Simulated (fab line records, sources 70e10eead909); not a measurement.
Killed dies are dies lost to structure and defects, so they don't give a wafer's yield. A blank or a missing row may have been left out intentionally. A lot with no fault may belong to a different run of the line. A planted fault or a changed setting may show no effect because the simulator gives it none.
The tool behind it: which one? / flow nandHarc / Sampling: 6 lots, 18 wafers, 4 of 1302 route steps

## WHAT THE GAUGES SHOWED, per wafer
NHARC_P_M1_CD_MEAS_09 targets a cd of 130 nm.
lot=L956; measured=day 7 08:35; on=cdSem-01; cdNm (nm)=129.6 129.9 131.5
lot=L958; measured=day 8 07:07; on=cdSem-03; cdNm (nm)=131.0 129.9 130.5
lot=L961; measured=day 9 06:14; on=cdSem-02; cdNm (nm)=130.0 130.0 130.3
lot=L965; measured=day 11 00:13; on=cdSem-02; cdNm (nm)=130.3 130.4 129.7
lot=L967; measured=day 11 13:58; on=cdSem-01; cdNm (nm)=130.9 129.5 129.8
lot=L977; measured=day 15 22:52; on=cdSem-03; cdNm (nm)=130.9 132.0 129.7

## EACH LOT AND THE TOOL THAT RAN IT (in order: tool; ch and the chambers of the sampled wafers; start)
lot=L956; NHARC_P_M0_ETCH_34=rieDiel-04 ch 0,2,3, day 7 04:47; NHARC_P_M0_PRE_CLEAN_31=pecvd-01 ch 0,1, day 7 07:16; NHARC_P_M1_SOFTBAKE_04=lithoTrack-04 ch 0, day 7 08:00
lot=L958; NHARC_P_M0_ETCH_34=rieDiel-05 ch 0,2,3, day 8 03:11; NHARC_P_M0_PRE_CLEAN_31=pecvd-02 ch 0,2, day 8 05:49; NHARC_P_M1_SOFTBAKE_04=lithoTrack-06 ch 0, day 8 06:00
lot=L961; NHARC_P_M0_ETCH_34=rieDiel-13 ch 0,1,3, day 9 02:29; NHARC_P_M0_PRE_CLEAN_31=pecvd-02 ch 0,1,2, day 9 04:58; NHARC_P_M1_SOFTBAKE_04=lithoTrack-06 ch 0, day 9 05:00
lot=L965; NHARC_P_M0_ETCH_34=rieDiel-13 ch 1,2,3, day 10 19:33; NHARC_P_M0_PRE_CLEAN_31=pecvd-04 ch 0,1,2, day 10 22:55; NHARC_P_M1_SOFTBAKE_04=lithoTrack-06 ch 0, day 10 23:00
lot=L967; NHARC_P_M0_ETCH_34=rieDiel-13 ch 1,2,3, day 11 10:12; NHARC_P_M0_PRE_CLEAN_31=pecvd-02 ch 0,1, day 11 12:38; NHARC_P_M1_SOFTBAKE_04=lithoTrack-06 ch 0, day 11 13:00
lot=L977; NHARC_P_M0_ETCH_34=rieDiel-04 ch 1,2, day 15 18:56; NHARC_P_M0_PRE_CLEAN_31=pecvd-01 ch 0,1, day 15 21:34; NHARC_P_M1_SOFTBAKE_04=lithoTrack-01 ch 0, day 15 22:00
- NHARC_P_M0_ETCH_34: etches the open film in N2/H2, target depth 40 nm, overetch 12 nm, time 43.94 s.
- NHARC_P_M0_PRE_CLEAN_31: time 12 s.
- NHARC_P_M1_SOFTBAKE_04: time 55 s.

## THE ANSWER, worked out from the rows above alone
Rule: the lots themselves supply what counts as usual. The widest of any qualifying gaps counts: lots, ordered by their means at a reading, are off when they make up no more than a third of the lots, leave a main group of 4 or more, and stand apart from it by 3 or more times the standard deviation of that group's means. The tables above print the reading to a certain number of digits; a main group whose means all agree to those digits is not used. A lot without any number at a reading at which 4 lots or more have one is off too. The other lots that the step has rows for count as sound.
Nothing can be told from this: no lot is off at any reading shown.

## WHAT THE SIMULATOR HAD PUT IN
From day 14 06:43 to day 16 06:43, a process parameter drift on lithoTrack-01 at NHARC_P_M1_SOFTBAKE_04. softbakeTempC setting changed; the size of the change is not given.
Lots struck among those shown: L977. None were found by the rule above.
